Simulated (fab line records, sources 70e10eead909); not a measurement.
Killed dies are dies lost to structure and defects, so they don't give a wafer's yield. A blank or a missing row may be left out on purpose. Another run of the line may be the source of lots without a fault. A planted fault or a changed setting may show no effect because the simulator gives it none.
Matching of chambers + flow nandHarc + NHARC_A_STAIRCASE_DEP_156 on pecvd-02 has 3 sister chambers
The step deposits SiNx, target thk 50 nm. 3 wafers are shown with their chamber, then 11 later ones without.

EACH WAFER AND ITS CHAMBER
| wafer  | chamber | heaterPowerW (W) |
|--------|---------|------------------|
| L086.4 | 2       | 645              |
| L087.4 | 1       | 690              |
| L088.4 | 0       | 582              |

WAFERS WITHOUT THEIR CHAMBER
| wafer  | heaterPowerW (W) |
|--------|------------------|
| L088.5 | 778              |
| L088.6 | 585              |
| L091.1 | 591              |
| L091.4 | 614              |
| L091.5 | 777              |
| L095.2 | 764              |
| L095.4 | 727              |
| L095.6 | 624              |
| L097.1 | 642              |
| L097.2 | 641              |
| L097.6 | 613              |

WHICH CHAMBER EACH ONE RAN IN
| wafer  | from the rows above          | in truth |
|--------|------------------------------|----------|
| L088.5 | can't be placed: 1 or 2      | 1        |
| L088.6 | can't be placed: 0 or 2      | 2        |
| L091.1 | can't be placed: 0 or 2 or 1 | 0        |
| L091.4 | can't be placed: 2 or 0 or 1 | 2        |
| L091.5 | can't be placed: 1 or 2      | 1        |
| L095.2 | can't be placed: 1 or 2      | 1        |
| L095.4 | can't be placed: 1 or 2      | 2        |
| L095.6 | can't be placed: 2 or 0 or 1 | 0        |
| L097.1 | can't be placed: 2 or 1 or 0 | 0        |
| L097.2 | can't be placed: 2 or 1 or 0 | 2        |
| L097.6 | can't be placed: 0 or 2 or 1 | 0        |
Correctly placed: 0 of 11. Can't be placed from these rows: 11 (the true chamber is among the candidates in 11). Wrongly placed: 0.
How it was worked out, from the rows above alone: a wafer's distance from a chamber is the root of the sum, over the readings, of the square of ((its reading less the chamber's mean) divided by the reading's scatter). The wafer belongs to the nearest chamber; if the next one is less than 2 further off, it can't be placed. The mean given for a chamber averages the wafers shown for that chamber. The scatter: with one shown wafer a chamber, the root of the mean of the squares of how far each hidden wafer lies from its nearest shown one.
